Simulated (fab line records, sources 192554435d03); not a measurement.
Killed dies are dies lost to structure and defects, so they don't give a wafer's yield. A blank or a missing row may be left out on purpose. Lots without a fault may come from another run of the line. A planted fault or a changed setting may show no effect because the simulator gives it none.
fab line records | flow n5_finfet
record lots=5 wafers=15 last_day=15
route steps=1938 shown DUMMY_GATE@250 SPACER0@258 SD_EPI_N@262
lots that met no fault: from a run of the same line without faults
start_h: hours from the record's first day to the start of the lot's first wafer shown | wait_h: hours since the lot's step before | " the same as in the row above | L1.1+2: a row that stands for several wafers | - no value, or no start given | * or withheld: withheld | < > ~ a bound
route shown NAME@n: a module of which the file shows steps, and the number in the route of the first | usual: mean/standard deviation of fault-free wafers | same: alike in all rows | chamber/n: place in a boat | sites: the reading at each site | _std_site: their standard deviation | _edge_site: outer sites' mean less inner sites' | radius_mm: how far each site lies from the wafer's centre | mask NAME#n: copy n | behind: the tool/chamber that last shaped the wafer | hold: why the lot was held/for how many hours/how that ended | device: the transistor (n, p or np) that didn't switch | end of line: the same wafers' tests at the end of the route | a step without rows: its recipe alone | killed: dies lost to structure and defects at the first sort, not the wafer's yield | map: a wafer's dies, x killed, . not, _ none there
set.NAME: the setting as run; set.NAME@STEP: as run at that earlier step | model.NAME: the simulator's own value behind a step, which no gauge read
lots at some steps of the route; a table a step, a row a wafer
services: from which hour (start_h, from the record's first day; less than 0 if before it) a tool's chamber was out of use, for how many hours, and why
## steps
# step N5_DUMMY_GATE_ETCH_42
# recipe chemistry=CHF3/O2 target=SiO2 target_depth_a=35 time_s=31 ion_energy_ev=30 bias_w=12 pressure_mtorr=30 source_w=600 Ar_flow_sccm=200 CHF3_flow_sccm=50 O2_flow_sccm=5
# usual chamber_pressure_mTorr=30.00/0.03 drypump_motor_current_A=6.0/0.6 oes_product_au=0.75/0.064 rf_vpp_V=42.9/1.2 showerhead_plenum_p_Torr=2.39/0.071 throttle_valve_pct=18.87/0.21
# columns lot.wafer tool chamber start_h wait_h chamber_pressure_mTorr drypump_motor_current_A oes_product_au rf_hours_counter_h rf_vpp_V showerhead_plenum_p_Torr throttle_valve_pct
L078.1 rie_diel-04 3 71.61 0.0 30.03 5.6 0.77 132 41.9 2.53 19.24
L078.3 " 2 " " 30.01 5.1 0.89 15 43.9 2.39 18.83
L078.4 " 2 " " 29.97 5.2 0.90 - 43.0 2.39 18.83
L082.1 rie_diel-03 2 94.10 0.0 29.94 6.2 0.71 240 45.4 2.44 18.45
L082.4 " 2 " " 30.02 6.2 0.70 - 46.3 2.44 18.47
L082.6 " 3 " " 29.99 6.5 0.72 - 42.2 2.38 18.87
L084.1 rie_diel-06 3 109.00 0.0 30.03 6.8 0.69 206 43.5 2.27 18.82
L084.5 " 2 " " 30.03 4.9 0.72 - 42.0 2.39 18.96
L084.6 " 3 " " 30.02 6.8 0.70 - 42.9 2.27 18.81
L085.1 rie_diel-04 1 117.92 0.2 30.04 6.5 0.91 14 42.3 2.35 18.96
L085.2 " 3 " " 30.04 5.6 0.77 147 42.1 2.53 19.28
L085.4 " 0 " " 30.00 6.4 0.72 163 42.9 2.40 18.49
L091.2 rie_diel-06 3 148.47 0.1 29.96 6.8 0.69 216 43.2 2.26 18.85
L091.3 " 2 " " 30.03 4.9 0.72 196 42.7 2.38 18.99
L091.4 " 0 " " 29.96 6.1 0.79 99 41.9 2.45 19.00
# step N5_DUMMY_GATE_STRIP_48
# recipe chemistry=N2/H2 time_s=20 power_w=100 temp_c=40 pressure_mtorr=100 rf_frequency_hz=6e+07 bias_power_w=3 n2_flow_sccm=300 h2_flow_sccm=300
# usual bias_power_w=3.000/0.0095 chamber_pressure_mTorr=100.02/0.13 drypump_motor_current_A=6.0/0.6 h2_flow_sccm=299.9/0.9 oes_product_au=0.75/0.065 rf_vpp_V=45.2/0.79 showerhead_plenum_p_Torr=3.34/0.087 temp_c=40.00/0.13 throttle_valve_pct=12.29/0.2
# columns lot.wafer tool chamber start_h wait_h bias_power_w chamber_pressure_mTorr drypump_motor_current_A h2_flow_sccm oes_product_au rf_hours_counter_h rf_vpp_V showerhead_plenum_p_Torr temp_c throttle_valve_pct
L078.1 rie_diel-04 3 71.66 0.0 3.008 99.95 5.6 299.3 0.77 132 45.8 3.55 40.03 12.54
L078.3 " 2 " " 2.997 100.04 5.1 300.6 0.89 15 45.8 3.30 40.01 11.98
L078.4 " 2 " " 2.991 99.99 5.1 299.7 0.90 - 45.5 3.30 40.08 11.96
L082.1 rie_diel-03 2 94.15 0.0 2.992 100.23 6.2 300.0 0.72 240 44.5 3.42 40.11 12.06
L082.4 " 2 " " 3.010 99.84 6.2 300.1 0.72 - 45.1 3.42 40.02 12.06
L082.6 " 3 " " 3.006 100.16 6.5 299.8 0.73 - 45.5 3.34 40.13 12.50
L084.1 rie_diel-06 3 109.04 0.0 3.005 99.97 6.8 300.5 0.71 206 46.1 3.22 40.04 12.49
L084.5 " 2 " " 3.001 100.02 4.9 300.9 0.72 - 45.5 3.34 40.23 12.31
L084.6 " 3 " " 2.988 99.95 6.8 299.8 0.71 - 46.2 3.23 39.89 12.48
L085.1 rie_diel-04 1 117.97 0.0 3.010 100.00 6.5 300.1 0.91 14 45.5 3.30 39.92 12.22
L085.2 " 3 " " 3.011 100.13 5.6 299.1 0.75 147 46.3 3.54 40.12 12.59
L085.4 " 0 " " 2.995 100.03 6.4 299.7 0.70 163 45.9 3.38 39.95 12.05
L091.2 rie_diel-06 3 148.51 0.0 2.992 100.04 6.8 299.9 0.70 216 45.8 3.22 39.81 12.51
L091.3 " 2 " " 3.001 100.12 4.9 300.1 0.71 196 45.4 3.34 40.10 12.35
L091.4 " 0 " " 3.019 99.89 6.1 300.0 0.80 99 44.6 3.40 40.05 12.20
# step N5_DUMMY_GATE_PRECLEAN_33
# recipe chemistry=dHF time_s=10 dilution=750:1 temp_c=25
# usual temp_c=24.98/0.1
# columns lot.wafer tool chamber start_h wait_h temp_c
L078.1 wet_bench-03 2 71.74 0.1 24.85
L078.3 " 5 " " 24.79
L078.4 " 3 " " 24.99
L082.1 wet_bench-06 4 94.24 0.1 24.91
L082.4 " 2 " " 25.10
L082.6 " 7 " " 24.99
L084.1 wet_bench-05 6 109.13 0.1 25.12
L084.5 " 1 " " 24.96
L084.6 " 4 " " 24.92
L085.1 wet_bench-03 3 118.05 0.1 24.95
L085.2 " 2 " " 24.85
L085.4 " 5 " " 24.83
L091.2 wet_bench-05 0 148.60 0.1 24.98
L091.3 " 6 " " 24.98
L091.4 " 4 " " 24.96
# step N5_DUMMY_GATE_PRECLEAN_25
# recipe chemistry=O3/DIW time_s=45 temp_c=22 o3_ppm=10
# usual temp_c=22.00/0.099
# columns lot.wafer tool chamber start_h wait_h temp_c
L078.1 wet_bench-03 2 71.75 0.0 22.14
L078.3 " 5 " " 22.21
L078.4 " 3 " " 21.93
L082.1 wet_bench-06 4 94.24 0.0 22.09
L082.4 " 2 " " 21.98
L082.6 " 7 " " 21.97
L084.1 wet_bench-05 6 109.13 0.0 21.97
L084.5 " 1 " " 22.03
L084.6 " 4 " " 21.95
L085.1 wet_bench-03 3 118.06 0.0 22.13
L085.2 " 2 " " 22.13
L085.4 " 5 " " 21.94
L091.2 wet_bench-05 0 148.60 0.0 21.96
L091.3 " 6 " " 21.95
L091.4 " 4 " " 21.99
# step N5_DUMMY_GATE_PRECLEAN_51
# recipe chemistry=SC2 time_s=45 temp_c=35 mix=1:1:50
# usual bath_guard_temp_C=35.1/0.54 temp_c=35.00/0.11
# columns lot.wafer tool chamber start_h wait_h bath_guard_temp_C temp_c
L078.1 wet_bench-03 2 71.76 0.0 34.0 34.98
L078.3 " 5 " " 34.5 35.12
L078.4 " 3 " " 35.0 34.93
L082.1 wet_bench-06 4 94.25 0.0 34.3 34.99
L082.4 " 2 " " 34.9 34.97
L082.6 " 7 " " 35.4 35.09
L084.1 wet_bench-05 6 109.15 0.0 34.5 34.75
L084.5 " 1 " " 34.9 35.16
L084.6 " 4 " " 35.1 35.04
L085.1 wet_bench-03 3 118.07 0.0 35.1 34.96
L085.2 " 2 " " 34.6 34.95
L085.4 " 5 " " 34.6 35.04
L091.2 wet_bench-05 0 148.62 0.0 35.3 34.89
L091.3 " 6 " " 34.5 35.10
L091.4 " 4 " " 35.3 35.12
# step N5_DUMMY_GATE_SRD_26
# recipe dry=ipa_marangoni time_s=30 temp_c=23 rinse_liquid=diw
# usual temp_c=23.00/0.1
# columns lot.wafer tool chamber start_h wait_h temp_c
L078.1 wet_bench-03 2 71.78 0.0 23.05
L078.3 " 5 " " 23.12
L078.4 " 3 " " 23.10
L082.1 wet_bench-06 4 94.27 0.0 22.77
L082.4 " 2 " " 23.10
L082.6 " 7 " " 22.94
L084.1 wet_bench-05 6 109.16 0.0 23.11
L084.5 " 1 " " 23.04
L084.6 " 4 " " 22.99
L085.1 wet_bench-03 3 118.09 0.0 23.04
L085.2 " 2 " " 22.96
L085.4 " 5 " " 23.03
L091.2 wet_bench-05 0 148.63 0.0 23.01
L091.3 " 6 " " 23.01
L091.4 " 4 " " 23.14
# step N5_DUMMY_GATE_UV_OZONE_45
# recipe time_s=120 pressure_torr=760 temp_c=25
# usual temp_c=25.01/0.11
# columns lot.wafer tool chamber start_h wait_h temp_c
L078.1 wet_bench-03 2 71.79 0.0 24.94
L078.3 " 5 " " 25.15
L078.4 " 3 " " 25.05
L082.1 wet_bench-06 4 94.28 0.0 24.91
L082.4 " 2 " " 25.15
L082.6 " 7 " " 24.97
L084.1 wet_bench-05 6 109.18 0.0 24.72
L084.5 " 1 " " 25.02
L084.6 " 4 " " 24.96
L085.1 wet_bench-03 3 118.10 0.0 25.15
L085.2 " 2 " " 24.90
L085.4 " 5 " " 24.86
L091.2 wet_bench-05 0 148.64 0.0 24.85
L091.3 " 6 " " 24.96
L091.4 " 4 " " 25.06
# step N5_DUMMY_GATE_INSPECT_27
# recipe inspect_instrument=brightfield mode=aei
# usual raw_defect_count=291/75
# columns lot.wafer tool chamber start_h wait_h raw_defect_count
L078.1 defect_inspect-02 - 71.85 0.0 311
L078.3 " - " " 321
L078.4 " - " " 283
L082.1 defect_inspect-01 - 94.34 0.0 506
L082.4 " - " " 409
L082.6 " - " " 504
L084.1 defect_inspect-02 - 109.25 0.0 286
L084.5 " - " " 240
L084.6 " - " " 312
L085.1 defect_inspect-02 - 118.16 0.0 382
L085.2 " - " " 318
L085.4 " - " " 471
L091.2 defect_inspect-01 - 148.70 0.0 289
L091.3 " - " " 247
L091.4 " - " " 366
# step N5_SPACER0_ALD_07
# recipe material=SiNx target_thk_a=20 temp_c=400 ald_precursor_family=SiH2I2 ald_co_reactant=N2/H2-plasma pressure_torr=2
# usual heater_power_w=804/68
# columns lot.wafer tool chamber start_h wait_h heater_power_w
L078.1 ald_sin-01 2 71.89 0.0 715
L078.3 " 0 " " 769
L078.4 " 1 " " 860
L082.1 ald_sin-02 2 94.38 0.0 732
L082.4 " 1 " " 710
L082.6 " 2 " " 734
L084.1 ald_sin-04 2 109.28 0.0 871
L084.5 " 0 " " 888
L084.6 " 3 " " 921
L085.1 ald_sin-01 1 118.20 0.0 840
L085.2 " 0 " " 764
L085.4 " 2 " " 708
L091.2 ald_sin-04 3 148.74 0.0 918
L091.3 " 0 " " 897
L091.4 " 1 " " 857
# step N5_SPACER0_ALD_00
# recipe material=SiOCN target_thk_a=35 temp_c=400 ald_precursor_family=alkyl-aminosilane ald_co_reactant=O2/N2-plasma pulse_time_s=3 purge_time_s=2 co_reactant_purge_time_s=2 ald_cycles=58 pressure_torr=2
# usual heater_power_w=807/70 precursor_pulse_height_rel=1.002/0.02
# same purge_time_s=2
# columns lot.wafer tool chamber start_h wait_h heater_power_w precursor_pulse_height_rel
L078.1 ald_sin-01 2 72.04 0.1 717 0.973
L078.3 " 0 " " 755 1.048
L078.4 " 1 " " 845 0.968
L082.1 ald_sin-02 2 94.53 0.1 730 1.043
L082.4 " 1 " " 705 1.035
L082.6 " 2 " " 718 1.016
L084.1 ald_sin-04 2 109.44 0.1 885 0.991
L084.5 " 0 " " 859 0.967
L084.6 " 3 " " 944 0.996
L085.1 ald_sin-01 1 118.35 0.1 859 1.007
L085.2 " 0 " " 745 1.010
L085.4 " 2 " " 717 0.993
L091.2 ald_sin-04 3 148.89 0.1 933 0.999
L091.3 " 0 " " 884 1.020
L091.4 " 1 " " 863 1.008
# step N5_SPACER0_ALD_08
# recipe material=SiNx target_thk_a=20 temp_c=400 ald_precursor_family=SiH2I2 ald_co_reactant=N2/H2-plasma pressure_torr=2
# usual heater_power_w=807/71
# columns lot.wafer tool chamber start_h wait_h heater_power_w
L078.1 ald_sin-01 2 72.30 0.1 715
L078.3 " 0 " " 760
L078.4 " 1 " " 883
L082.1 ald_sin-02 2 94.79 0.1 739
L082.4 " 1 " " 698
L082.6 " 2 " " 734
L084.1 ald_sin-04 2 109.69 0.1 892
L084.5 " 0 " " 904
L084.6 " 3 " " 934
L085.1 ald_sin-01 1 118.61 0.1 869
L085.2 " 0 " " 759
L085.4 " 2 " " 711
L091.2 ald_sin-04 3 149.15 0.1 924
L091.3 " 0 " " 908
L091.4 " 1 " " 864
# step N5_SPACER0_INSPECT_04
# recipe inspect_instrument=darkfield mode=post_dep
# usual raw_defect_count=135/32
# columns lot.wafer tool chamber start_h wait_h raw_defect_count
L078.1 defect_inspect-01 - 72.45 0.1 137
L078.3 " - " " 119
L078.4 " - " " 120
L082.1 defect_inspect-01 - 94.94 0.1 242
L082.4 " - " " 168
L082.6 " - " " 214
L084.1 defect_inspect-01 - 109.85 0.1 162
L084.5 " - " " 160
L084.6 " - " " 134
L085.1 defect_inspect-01 - 118.76 0.1 179
L085.2 " - " " 130
L085.4 " - " " 223
L091.2 defect_inspect-01 - 149.31 0.1 147
L091.3 " - " " 103
L091.4 " - " " 176
# step N5_SD_EPI_N_COAT_32
# recipe resist=SOC temp_c=250 time_s=60 spin_rpm=1500 resist_thk_nm=350
# columns lot.wafer tool chamber start_h wait_h
L078.1+3+4 litho_track-05 0 72.48 0.0
L082.1+4+6 litho_track-04 0 94.97 0.0
L084.1+5+6 litho_track-04 0 109.88 0.0
L085.1+2+4 litho_track-04 0 118.80 0.0
L091.2+3+4 litho_track-05 0 149.34 0.0
# step N5_SD_EPI_N_COAT_33
# recipe resist=SiARC temp_c=220 time_s=60 spin_rpm=1500 resist_thk_nm=35
# columns lot.wafer tool chamber start_h wait_h
L078.1+3+4 litho_track-05 0 - -
L082.1+4+6 litho_track-04 0 - -
L084.1+5+6 litho_track-04 0 - -
L085.1+2+4 litho_track-04 0 - -
L091.2+3+4 litho_track-05 0 - -
# step N5_SD_EPI_N_COAT_03
# recipe resist=CAR-ArF-block spin_rpm=1500 resist_thk_nm=150
# columns lot.wafer tool chamber start_h wait_h
L078.1+3+4 litho_track-05 0 - -
L082.1+4+6 litho_track-04 0 - -
L084.1+5+6 litho_track-04 0 - -
L085.1+2+4 litho_track-04 0 - -
L091.2+3+4 litho_track-05 0 - -
# step N5_SD_EPI_N_EBR_05
# recipe solvent=PGMEA ebr_width_mm=1.5
# columns lot.wafer tool chamber start_h wait_h
L078.1+3+4 litho_track-05 0 - -
L082.1+4+6 litho_track-04 0 - -
L084.1+5+6 litho_track-04 0 - -
L085.1+2+4 litho_track-04 0 - -
L091.2+3+4 litho_track-05 0 - -
# step N5_SD_EPI_N_SOFTBAKE_04
# recipe temp_c=110 time_s=60 resist=CAR-ArF-block
# columns lot.wafer tool chamber start_h wait_h
L078.1+3+4 litho_track-05 0 - -
L082.1+4+6 litho_track-04 0 - -
L084.1+5+6 litho_track-04 0 - -
L085.1+2+4 litho_track-04 0 - -
L091.2+3+4 litho_track-05 0 - -
# step N5_SD_EPI_N_EXPOSE_06
# recipe mask_id=SD_N_BLK na=1.35 source_shape=conventional sigma_outer=0.8 polarization=unpolarized target_cd_nm=120 dose_mj=39.75
# same na=1.35 sigma_outer=0.8
# columns lot.wafer tool chamber start_h wait_h mask
L078.1+3+4 arfi_scanner-02 0 72.60 - SD_N_BLK#0
L082.1+4+6 arfi_scanner-03 0 95.24 - SD_N_BLK#0
L084.1+5+6 arfi_scanner-01 0 110.13 - SD_N_BLK#0
L085.1+2+4 arfi_scanner-03 0 119.04 - SD_N_BLK#0
L091.2+3+4 arfi_scanner-02 0 149.59 - SD_N_BLK#0
# step N5_SD_EPI_N_PEB_07
# recipe peb_temp_c=110 peb_time_s=60 resist=CAR-ArF-block
# columns lot.wafer tool chamber start_h wait_h
L078.1+3+4 litho_track-05 0 72.66 0.1
L082.1+4+6 litho_track-05 0 95.29 0.1
L084.1+5+6 litho_track-03 0 110.18 0.1
L085.1+2+4 litho_track-04 0 119.10 0.1
L091.2+3+4 litho_track-05 0 149.64 0.0
# step N5_SD_EPI_N_DEVELOP_08
# recipe develop_time_s=30 developer=TMAH resist=CAR-ArF-block dev_temp_c=23 rinse_liquid=diw dry=air_spin
# usual developer_temp_C=23.00/0.093
# columns lot.wafer tool chamber start_h wait_h developer_temp_C
L078.1 litho_track-05 0 - - 22.92
L078.3 " 0 " " 23.05
L078.4 " 0 " " 23.05
L082.1 litho_track-05 0 - - 22.89
L082.4 " 0 " " 23.04
L082.6 " 0 " " 22.92
L084.1 litho_track-03 0 - - 23.09
L084.5 " 0 " " 22.99
L084.6 " 0 " " 23.03
L085.1 litho_track-04 0 - - 23.03
L085.2 " 0 " " 23.19
L085.4 " 0 " " 22.96
L091.2 litho_track-05 0 - - 22.97
L091.3 " 0 " " 22.98
L091.4 " 0 " " 23.05
# step N5_SD_EPI_N_CD_MEAS_09
# recipe target_cd_nm=120 landing_energy_ev=500 detector=se_inlens
# usual cd_nm=119.6/0.75
# columns lot.wafer tool chamber start_h wait_h cd_nm
L078.1 cd_sem-01 0 72.73 - 119.1
L078.3 " 0 " " 120.1
L078.4 " 0 " " 119.7
L082.1 cd_sem-02 0 95.36 - 120.0
L082.4 " 0 " " 119.8
L082.6 " 0 " " 119.4
L084.1 cd_sem-01 0 110.25 - 119.9
L084.5 " 0 " " 119.4
L084.6 " 0 " " 121.0
L085.1 cd_sem-01 0 119.16 - 117.5
L085.2 " 0 " " 119.8
L085.4 " 0 " " 119.6
L091.2 cd_sem-03 0 149.71 - 118.9
L091.3 " 0 " " 119.2
L091.4 " 0 " " 119.5
# step N5_SD_EPI_N_OVL_MEAS_10
# recipe points_per_wafer=44
# usual SD_N_BLK_OVL=0.1/0.75
# columns lot.wafer tool chamber start_h wait_h SD_N_BLK_OVL[nm]
L078.1 overlay-02 0 72.76 0.0 0.1
L078.3 " 0 " " 0.0
L078.4 " 0 " " -0.1
L082.1 overlay-02 0 95.39 0.0 -0.1
L082.4 " 0 " " -0.4
L082.6 " 0 " " -0.6
L084.1 overlay-02 0 110.28 0.0 -0.6
L084.5 " 0 " " 0.0
L084.6 " 0 " " 0.1
L085.1 overlay-02 0 119.19 0.0 0.9
L085.2 " 0 " " -0.4
L085.4 " 0 " " 0.5
L091.2 overlay-01 0 149.74 0.0 0.0
L091.3 " 0 " " 0.4
L091.4 " 0 " " 0.7
# step N5_SD_EPI_N_INSPECT_11
# recipe mode=adi inspect_instrument=macro
# usual raw_defect_count=2.2/1.5
# columns lot.wafer tool chamber start_h wait_h raw_defect_count
L078.1 defect_inspect-01 - 72.78 0.0 3
L078.3 " - " " 1
L078.4 " - " " 4
L082.1 defect_inspect-02 - 95.42 0.0 6
L082.4 " - " " 4
L082.6 " - " " 4
L084.1 defect_inspect-02 - 110.31 0.0 3
L084.5 " - " " 3
L084.6 " - " " 2
L085.1 defect_inspect-01 - 119.22 0.0 4
L085.2 " - " " 2
L085.4 " - " " 0
L091.2 defect_inspect-02 - 149.76 0.0 2
L091.3 " - " " 0
L091.4 " - " " 0
# step N5_SD_EPI_N_DESCUM_14
# recipe chemistry=O2 time_s=7.9 source_power_w=50 bias_power_w=20 pressure_mtorr=20 rf_frequency_hz=2.712e+07 temp_c=40 resist=CAR-ArF-block o2_flow_sccm=225
# usual bias_power_w=20.01/0.061 chamber_pressure_mTorr=20.002/0.019 drypump_motor_current_A=5.8/0.3 oes_product_au=0.77/0.077 rf_vpp_V=243.3/1.5 showerhead_plenum_p_Torr=2.11/0.085 temp_c=39.99/0.11 throttle_valve_pct=20.52/0.19
# columns lot.wafer tool chamber start_h wait_h bias_power_w chamber_pressure_mTorr drypump_motor_current_A oes_product_au rf_hours_counter_h rf_vpp_V showerhead_plenum_p_Torr temp_c throttle_valve_pct
L078.1 rie_diel-05 0 72.81 0.0 20.04 20.009 6.3 0.71 195 244.6 2.15 39.91 20.46
L078.3 " 2 " " 20.04 20.002 5.6 0.81 105 243.4 2.04 39.82 20.66
L078.4 " 0 " " 20.01 20.004 6.3 0.71 - 245.3 2.15 40.03 20.45
L082.1 rie_diel-05 3 95.45 0.0 19.88 20.004 5.8 0.88 45 245.6 2.24 40.03 20.28
L082.4 " 2 " " 20.01 19.998 5.6 0.78 113 241.4 2.04 40.14 20.67
L082.6 " 2 " " 20.02 20.019 5.6 0.79 - 241.5 2.04 40.09 20.68
L084.1 rie_diel-05 3 110.34 0.0 20.15 20.016 5.8 0.88 49 244.6 2.24 39.93 20.31
L084.5 " 0 " " 19.92 20.016 6.3 0.70 - 243.6 2.15 39.87 20.47
L084.6 " 3 " " 20.06 20.013 5.8 0.88 - 244.5 2.24 40.13 20.32
L085.1 rie_diel-02 0 119.25 0.0 19.97 20.007 5.8 0.74 168 241.4 2.02 40.17 20.57
L085.2 " 2 " " 20.01 19.975 5.4 0.84 57 242.8 2.06 40.05 20.51
L085.4 " 3 " " 19.97 19.992 5.4 0.78 167 243.5 2.09 39.95 20.68
L091.2 rie_diel-02 1 149.79 0.0 19.87 20.013 5.7 0.68 246 242.2 1.94 40.13 20.57
L091.3 " 0 " " 19.91 20.010 5.8 0.74 179 240.0 2.02 39.92 20.57
L091.4 " 2 " " 19.86 20.001 5.4 0.83 68 242.2 2.06 39.93 20.53
# step N5_SD_EPI_N_ETCH_34
# recipe chemistry=CF4 target=SiARC target_depth_a=455 mask_material=CAR-ArF-block time_s=75.8 ion_energy_ev=80 pressure_mtorr=40 source_w=545 bias_w=36 Ar_flow_sccm=100 cf4_flow_sccm=100 ends=cleared
# usual chamber_pressure_mTorr=40.00/0.034 drypump_motor_current_A=5.8/0.3 etch_rf_on_time_s=75.5/1.7 oes_product_au=0.66/0.061 rf_vpp_V=184.1/1.4 showerhead_plenum_p_Torr=2.14/0.085 throttle_valve_pct=15.63/0.21
# columns lot.wafer tool chamber start_h wait_h chamber_pressure_mTorr drypump_motor_current_A etch_rf_on_time_s oes_product_au rf_hours_counter_h rf_vpp_V showerhead_plenum_p_Torr throttle_valve_pct
L078.1 rie_diel-05 0 72.85 0.0 39.97 6.3 77.7 0.60 196 185.9 2.21 15.70
L078.3 " 2 " " 40.05 5.6 76.4 0.68 105 183.3 2.05 15.57
L078.4 " 0 " " 39.99 6.3 77.7 0.61 - 183.7 2.21 15.72
L082.1 rie_diel-05 3 95.48 0.0 40.05 5.8 75.5 0.74 45 185.8 2.27 15.32
L082.4 " 2 " " 40.03 5.6 75.7 0.68 114 183.0 2.05 15.59
L082.6 " 2 " " 39.97 5.6 74.9 0.68 - 183.3 2.05 15.58
L084.1 rie_diel-05 3 110.38 0.0 39.93 5.8 75.6 0.73 49 185.2 2.27 15.33
L084.5 " 0 " " 39.98 6.3 77.3 0.60 - 184.7 2.21 15.75
L084.6 " 3 " " 39.97 5.8 76.6 0.73 - 185.8 2.27 15.34
L085.1 rie_diel-02 0 119.29 0.0 39.99 5.8 75.1 0.63 168 183.0 2.03 15.62
L085.2 " 2 " " 39.97 5.4 76.0 0.70 57 183.1 2.10 15.51
L085.4 " 3 " " 40.00 5.3 73.4 0.66 167 183.4 2.15 15.86
L091.2 rie_diel-02 1 149.83 0.0 39.97 5.7 74.1 0.57 246 182.9 2.03 15.99
L091.3 " 0 " " 40.00 5.8 74.6 0.64 179 184.5 2.03 15.63
L091.4 " 2 " " 40.01 5.4 76.1 0.70 68 181.1 2.10 15.53
# step N5_SD_EPI_N_ETCH_35
# recipe chemistry=N2/H2 target=SOC overetch_a=1080 mask_material=SiARC temp_c=40 ion_energy_ev=100 source_w=3000 bias_w=133 pressure_mtorr=20 time_s=486 n2_flow_sccm=200 h2_flow_sccm=200
# usual chamber_pressure_mTorr=20.002/0.017 drypump_motor_current_A=5.8/0.3 h2_flow_sccm=200.0/0.63 oes_product_au=0.69/0.061 rf_vpp_V=240.8/1.5 showerhead_plenum_p_Torr=2.55/0.1 temp_c=40.02/0.12 throttle_valve_pct=23.9/0.4
# columns lot.wafer tool chamber start_h wait_h chamber_pressure_mTorr drypump_motor_current_A h2_flow_sccm oes_product_au rf_hours_counter_h rf_vpp_V showerhead_plenum_p_Torr temp_c throttle_valve_pct
L078.1 rie_diel-05 0 72.91 0.0 19.988 6.3 200.5 0.65 196 243.4 2.65 40.03 24.5
L078.3 " 2 " " 19.999 5.6 200.0 0.72 105 239.9 2.45 39.88 23.8
L078.4 " 0 " " 19.992 6.3 199.5 0.65 - 240.8 2.65 40.02 24.5
L082.1 rie_diel-05 3 95.54 0.0 20.007 5.8 199.6 0.77 45 242.0 2.69 40.10 23.6
L082.4 " 2 " " 19.975 5.6 200.5 0.71 114 239.5 2.45 39.87 23.8
L082.6 " 2 " " 19.997 5.6 200.5 0.71 - 238.7 2.45 39.99 23.8
L084.1 rie_diel-05 3 110.43 0.0 19.992 5.8 200.1 0.77 49 242.7 2.69 39.96 23.6
L084.5 " 0 " " 20.014 6.3 200.6 0.64 - 242.0 2.64 39.96 24.5
L084.6 " 3 " " 19.997 5.8 199.7 0.76 - 242.0 2.69 39.94 23.6
L085.1 rie_diel-02 0 119.34 0.0 20.028 5.8 199.3 0.65 168 238.7 2.43 39.99 23.6
L085.2 " 2 " " 20.035 5.4 200.8 0.74 57 239.6 2.46 40.02 23.6
L085.4 " 3 " " 19.998 5.4 200.4 0.67 167 239.6 2.53 39.87 23.9
L091.2 rie_diel-02 1 149.88 0.0 20.034 5.7 199.8 0.60 246 240.1 2.40 40.02 24.6
L091.3 " 0 " " 20.018 5.8 199.7 0.66 179 238.1 2.42 40.23 23.6
L091.4 " 2 " " 20.027 5.4 200.3 0.72 68 241.5 2.45 39.85 23.6
# step N5_SD_EPI_N_STRIP_36
# recipe chemistry=N2/H2 temp_c=40 n2_flow_sccm=200 h2_flow_sccm=200 rf_frequency_hz=6e+07
# columns lot.wafer tool chamber start_h wait_h
L078.1+3+4 rie_diel-05 0,2,0 73.22 0.2
L082.1+4+6 rie_diel-05 3,2,2 95.86 0.2
L084.1+5+6 rie_diel-05 3,0,3 110.75 0.2
L085.1+2+4 rie_diel-02 0,2,3 119.66 0.2
L091.2+3+4 rie_diel-02 1,0,2 150.20 0.2
# step N5_SD_EPI_N_ETCHBACK_44
# recipe chemistry=CH3F/O2 mode=anisotropic_etchback target=SiNx target_depth_a=145 stop_on=SiO2 over_etch_frac=0.3 ion_energy_ev=120 pressure_mtorr=30 source_w=395 bias_w=73 Ar_flow_sccm=150 CH3F_flow_sccm=30 O2_flow_sccm=20
# usual chamber_pressure_mTorr=30.00/0.032 drypump_motor_current_A=5.8/0.3 oes_product_au=0.66/0.057 rf_vpp_V=295/6 showerhead_plenum_p_Torr=2.01/0.084 throttle_valve_pct=16.40/0.22
# columns lot.wafer tool chamber start_h wait_h chamber_pressure_mTorr drypump_motor_current_A oes_product_au rf_hours_counter_h rf_vpp_V showerhead_plenum_p_Torr throttle_valve_pct
L078.1 rie_diel-05 0 73.23 0.0 30.02 6.3 0.61 196 306 2.07 16.45
L078.3 " 2 " " 29.99 5.6 0.68 105 296 1.91 16.29
L078.4 " 0 " " 30.00 6.3 0.62 - 307 2.07 16.46
L082.1 rie_diel-05 3 95.87 0.0 29.97 5.8 0.74 45 296 2.13 16.11
L082.4 " 2 " " 30.00 5.6 0.68 114 295 1.90 16.30
L082.6 " 2 " " 29.98 5.6 0.67 - 297 1.90 16.30
L084.1 rie_diel-05 3 110.76 0.0 30.02 5.8 0.73 50 295 2.13 16.11
L084.5 " 0 " " 30.02 6.3 0.60 - 305 2.06 16.48
L084.6 " 3 " " 29.95 5.8 0.73 - 295 2.13 16.12
L085.1 rie_diel-02 0 119.67 0.0 30.02 5.8 0.63 169 292 1.90 16.38
L085.2 " 2 " " 29.99 5.4 0.71 58 295 1.97 16.33
L085.4 " 3 " " 30.03 5.4 0.65 167 303 2.01 16.61
L091.2 rie_diel-02 1 150.21 0.0 30.00 5.7 0.57 246 287 1.89 16.73
L091.3 " 0 " " 29.96 5.8 0.62 179 293 1.90 16.38
L091.4 " 2 " " 30.00 5.4 0.70 68 295 1.96 16.34
## services
# columns tool chamber start_h hours kind
rie_diel-03 1 48.16 120.0 repair
arfi_scanner-02 - 49.60 0.8 pm
arfi_scanner-02 0 51.68 - calibration
arfi_scanner-01 - 52.84 0.8 pm
ald_sin-01 0 60.88 7.9 repair
rie_diel-02 2 62.04 4.8 repair
rie_diel-04 1 64.87 10.2 repair
rie_diel-05 1 72.76 12.6 repair
arfi_scanner-03 - 79.76 1.3 pm
rie_diel-04 - 80.54 0.8 repair
ald_sin-04 2 85.27 1.7 repair
arfi_scanner-01 - 88.43 1.0 pm
arfi_scanner-02 - 91.19 4.8 pm
ald_sin-01 0 94.74 3.5 repair
arfi_scanner-03 - 95.97 1.0 pm
litho_track-05 - 100.61 - consumable_replace:filter
ald_sin-02 - 107.56 0.9 repair
rie_diel-03 3 108.49 18.4 repair
rie_diel-06 2 117.44 3.9 repair
arfi_scanner-01 - 127.17 1.0 pm
arfi_scanner-01 - 128.17 1.3 pm
rie_diel-06 3 129.47 5.2 repair
arfi_scanner-02 - 143.98 1.3 pm
arfi_scanner-01 - 146.44 3.1 pm
## key
fault none
